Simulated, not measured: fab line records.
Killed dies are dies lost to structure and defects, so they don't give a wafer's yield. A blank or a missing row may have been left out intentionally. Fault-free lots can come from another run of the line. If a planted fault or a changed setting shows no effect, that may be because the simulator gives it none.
Comparing a struck lot with a sound one :: flow n5Finfet :: 38 steps out of a route of 1938
Sound: these wafers, L292.1, L292.2, L292.6. Wafers L303.3, L303.5 were the ones struck. The cause comes at the end.
At each step with rows: each side's tool, then ch and its chambers, then its first start. Under that, the readings that differ: sound wafers :: struck wafers :: difference of the means :: sigmas: that difference in standard deviations of wafers without a fault.
alike: words and numbers the same on both sides, and readings whose means are apart by under 2 such deviations; not compared: readings that were withheld, readings missing a value for some wafer, numbers with overlapping values and no deviation given by the record, and bounds like >300 which may hide the same value.
A row with sigmas, a row that says differs or no value, or rows on one side alone: a step with any of these is where the two part. Numbers that don't overlap but have no deviation are shown without sigmas and don't part them. A reading missing from all wafers of one side parts the sides only when that side holds two or more wafers.

first, 10 steps without rows for these wafers: N5_FIN_SAQP_ETCH_67 (etches SiNx in CH3F/O2, target depth 30 nm); N5_FIN_SAQP_STRIP_70 (strips in N2/H2); N5_FIN_SAQP_RECESS_71 (chemistry HF/NH3, target SiO2, target depth 3 nm, afs cycles 1, sublimation time 60 s); N5_FIN_SAQP_SPACER2_ALD_28 (deposits SiO2, target thk 8.1 nm, pulse time 1 s, purge time 2 s); N5_FIN_SAQP_SPACER2_ETCHBACK_29 (etches SiO2 in CHF3/O2, target depth 12.2 nm, time 6.1 s); N5_FIN_SAQP_MANDREL2_REMOVE_60 (chemistry HBr/Cl2/O2, target a-Si, stops on SiNx, bt time 10 s); N5_FIN_SAQP_HM_OPEN_33 (chemistry CH3F/O2, target SiNx, target depth 49.4 nm, time 70.6 s); N5_FIN_SAQP_ETCH_34 (etches SiO2 in C4F6/O2, target depth 45 nm, time 15 s); N5_FIN_SAQP_STRIP_77 (strips in N2/H2, time 90 s); N5_FIN_SAQP_ETCH_64 (etches SiO2 in CF4, target depth 1.5 nm).
N5_FIN_SAQP_FIN_ETCH_36: etches the open film in HBr/Cl2/O2, target depth 120 nm, time 50.4 s.
  sound on rieSi-03 ch 1,2, day 3 14:52; struck on rieSi-03 ch 0,1, day 6 08:31
reading: oesProductAu (a.u.)
sound: 1.008 0.964 0.967
struck: 1.418 1.485
difference: +0.472
sigmas: +22

reading: model.FIN_SAQP.featureDepthNm (nm)
sound: 119 120 121
struck: 199.4 195.2
difference: +77.3
sigmas: 

reading: model.etch.depthNm (nm)
sound: 119 120.1 121
struck: 199.3 195.3
difference: +77.3
sigmas: 

reading: model.SiNx_of_FIN_SAQP_HM_DEP_03.thkNm (nm)
sound: 20.8 20.6 21
struck: 14 13.8
difference: -7
sigmas: 
  alike: drypumpMotorCurrentA, throttleValvePct
  not compared: rfHoursCounterH
then, 3 steps without rows for these wafers: N5_FIN_SAQP_PRECLEAN_38 (cleans in O3/DIW, time 45 s); N5_FIN_SAQP_PRECLEAN_45 (cleans in dHF, time 10 s); N5_FIN_SAQP_SRD_39 (time 30 s).
N5_FIN_SAQP_OCD_MEAS_76:
  sound on ocd-01, day 3 15:05; struck on ocd-02, day 6 08:45
reading: trenchDepthNm (nm)
sound: 119.1 120.6 120.9
struck: 199.4 195.7
difference: +77.4
sigmas: +52
then, 20 steps without rows for these wafers: N5_FIN_CUT_COAT_18 (time 60 s, resist thk 230 nm); N5_FIN_CUT_COAT_19 (time 60 s, resist thk 20 nm); N5_FIN_CUT_COAT_29 (time 60 s, resist thk 10 nm); N5_FIN_CUT_COAT_02 (resist thk 30 nm); N5_FIN_CUT_EBR_04; N5_FIN_CUT_SOFTBAKE_03 (time 60 s); N5_FIN_CUT_EXPOSE_05 (exposes mask FIN CUT); N5_FIN_CUT_PEB_06 (peb time 60 s); N5_FIN_CUT_DEVELOP_07 (develop time 30 s); N5_FIN_CUT_DESCUM_13 (chemistry O2, time 7 s); N5_FIN_CUT_ETCH_30 (etches underlayer in N2/H2, target depth 13 nm, time 10.4 s); N5_FIN_CUT_ETCH_20 (etches SiARC in CF4, target depth 26 nm, time 43.3 s); N5_FIN_CUT_ETCH_21 (etches SOC in N2/H2, target depth 219 nm, overetch 43.8 nm, time 523.5 s); N5_FIN_CUT_STRIP_23 (strips in N2/H2); N5_FIN_CUT_STRIP_31 (strips in N2/H2); N5_FIN_CUT_STRIP_24 (strips in CF4); N5_FIN_CUT_CUT_ETCH_26 (etches SiNx in CH3F/O2, target depth 39 nm, time 55.7 s); N5_FIN_CUT_CUT_ETCH_27 (etches SiO2 in CHF3/O2, target depth 4 nm, overetch 2 nm, time 4.9 s); N5_FIN_CUT_PRECLEAN_35 (cleans in vHF, time 13.3 s); N5_FIN_CUT_CUT_ETCH_15 (etches Si in HBr/Cl2/O2, target depth 100 nm, bt time 10 s, time 42.4 s).
N5_STI_FIN_REVEAL_RECESS_09: chemistry HF/NH3, target SiO2, afs cycles 11, target depth 42.5 nm, sublimation time 60 s.
  sound on vaporEtch-02 ch 0,1, day 3 22:44; struck on vaporEtch-02 ch 1, day 6 17:14
reading: model.SiNx_of_FIN_SAQP_HM_DEP_03.thkNm (nm)
sound: 18 17.6 18.2
struck: 11 10.8
difference: -7
sigmas: 
  alike: drypumpMotorCurrentA, tempC
-- record jumps: 6 days separate the struck wafers' starts on either side; left off in module STI_FIN_REVEAL, taken up again in module BEOL_M4, whose first shown step is the route's number 1111 --
N5_BEOL_M4_RC_MEAS_101:
  sound on prober-02 ch 0, day 9 09:39; struck on prober-01 ch 0, day 12 16:29
reading: DIBL_N (mV/V)
sound: 36.4 36.3 38.9
struck: 32.5 33.0
difference: -4.4
sigmas: -2

reading: DIBL_P (mV/V)
sound: 34.9 34.2 37.4
struck: 29.8 30.8
difference: -5.2
sigmas: -2

reading: IOFF_N (nA/um)
sound: 0.16 0.18 0.23
struck: 0.09 0.10
difference: -0.10
sigmas: -3

reading: IOFF_P (nA/um)
sound: 0.21 0.21 0.27
struck: 0.13 0.14
difference: -0.10
sigmas: -3

reading: ION_N (uA/um)
sound: 673 690 687
struck: 650 656
difference: -30
sigmas: -3

reading: ION_P (uA/um)
sound: 462 467 466
struck: 447 452
difference: -16
sigmas: -2

reading: SS_P (mV/dec)
sound: 73.2 72.9 74.3
struck: 71.7 71.7
difference: -1.8
sigmas: -2

reading: VT_N (mV)
sound: 248 245 245
struck: 260 253
difference: +10
sigmas: +3

reading: VT_P (mV)
sound: -249.7 -250.3 -246.5
struck: -259.6 -254.7
difference: -8.3
sigmas: -3
  alike: SS_N
-- a jump in the record: the struck wafers' starts before and after are 5 days apart (it breaks off in module BEOL_M4 and resumes in module PASSIVATION, where the first step shown is number 1936 of the route) --
N5_PASSIVATION_PROBE_49:
  sound on prober-02, day 14 08:26; struck on prober-01, day 17 15:41
  alike: defectLimitedYield, killed_at_M0_to_M3, killed_at_M4_up, killedAtContacts, killedAtFrontEnd, killedAtOther, killedDies, killedOnRim, killedOpen, killedShort, sort_bin_4_leakage, sort_bin_5_function, sort_bin_6_memory, sort_bin_8_speed, sortNPass, sortYieldPct

## WHERE THEY PART
First at N5_FIN_SAQP_FIN_ETCH_36; last, within this record, at N5_BEOL_M4_RC_MEAS_101. Later steps at which nothing parts them and some readings are alike: N5_PASSIVATION_PROBE_49.

WHY: what had been put in by the simulator
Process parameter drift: rieSi-03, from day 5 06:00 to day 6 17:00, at N5_FIN_SAQP_FIN_ETCH_36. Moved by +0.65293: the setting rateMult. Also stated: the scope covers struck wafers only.
